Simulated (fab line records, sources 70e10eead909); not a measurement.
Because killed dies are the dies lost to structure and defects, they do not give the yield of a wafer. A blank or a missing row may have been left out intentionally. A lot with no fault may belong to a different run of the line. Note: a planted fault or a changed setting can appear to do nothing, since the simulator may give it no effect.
Chamber matching | flow nand-harc | 4 sister chambers for NHARC_A_STAIRCASE_TRIM_229 on rie-diel-10
The step chemistry O2, time 211.2 s. 17 wafers are shown with their chamber, then 8 later ones without.

## WAFERS PAIRED WITH THEIR CHAMBERS
wafer  | chamber | drypump-motor-current-A (A) | showerhead-plenum-p-Torr (Torr) | oes-product-au (a.u.)
L211.2 | 3       | 5.0                         | 3.48                            | 0.996
L211.3 | 1       | 5.9                         | 3.34                            | 1.006
L211.6 | 0       | 5.6                         | 3.44                            | 0.997
L213.2 | 0       | 5.6                         | 3.44                            | 1.002
L213.5 | 0       | 5.6                         | 3.44                            | 0.999
L213.6 | 1       | 5.8                         | 3.34                            | 1.003
L214.3 | 3       | 5.0                         | 3.48                            | 0.995
L214.5 | 2       | 5.3                         | 3.35                            | 0.994
L214.6 | 1       | 5.9                         | 3.33                            | 1.006
L217.1 | 1       | 5.9                         | 3.33                            | 1.001
L217.5 | 3       | 5.0                         | 3.48                            | 0.996
L217.6 | 2       | 5.3                         | 3.35                            | 0.995
L219.2 | 0       | 5.6                         | 3.44                            | 1.012
L219.4 | 2       | 5.3                         | 3.34                            | 0.997
L219.6 | 1       | 5.8                         | 3.33                            | 1.005
L223.2 | 3       | 5.0                         | 3.47                            | 1.008
L223.3 | 1       | 5.9                         | 3.32                            | 1.004

SIGNATURES, as means of the wafers listed above
reading                  | chamber 0 | chamber 1 | chamber 2 | chamber 3 | scatter within a chamber
drypump-motor-current-A  | 5.600     | 5.867     | 5.300     | 5.000     | 0.032
showerhead-plenum-p-Torr | 3.4400    | 3.3317    | 3.3467    | 3.4775    | 0.00572
oes-product-au           | 1.00250   | 1.00417   | 0.99533   | 0.99875   | 0.00457
Rule: distance of a wafer from a chamber = root of the sum over the readings of ((wafer's reading minus chamber's mean) / reading's scatter) squared. The wafer belongs to the nearest chamber; if the next one is less than 2 further off, it can't be placed. The scatter: the root of (the sum of the squares of (reading less its chamber's mean) over the shown wafers, divided by (wafers less chambers)).

## WAFERS WITH NO CHAMBER GIVEN
wafer  | drypump-motor-current-A (A) | showerhead-plenum-p-Torr (Torr) | oes-product-au (a.u.)
L223.5 | 5.0                         | 3.47                            | 0.994
L224.2 | 5.9                         | 3.32                            | 1.000
L224.3 | 5.6                         | 3.43                            | 1.005
L224.5 | 5.8                         | 3.32                            | 0.995
L227.1 | 5.6                         | 3.43                            | 1.001
L227.3 | 5.0                         | 3.47                            | 0.998
L229.1 | 5.9                         | 3.32                            | 1.006
L229.4 | 5.0                         | 3.47                            | 0.994

## WHICH CHAMBER EACH WENT THROUGH
wafer  | from the rows above | in truth
L223.5 | 3                   | 3
L224.2 | 1                   | 1
L224.3 | 0                   | 0
L224.5 | 1                   | 1
L227.1 | 0                   | 0
L227.3 | 3                   | 3
L229.1 | 1                   | 1
L229.4 | 3                   | 3
Placed correctly: 8 of 8. Not placeable from these rows: 0. 0 placed wrongly.
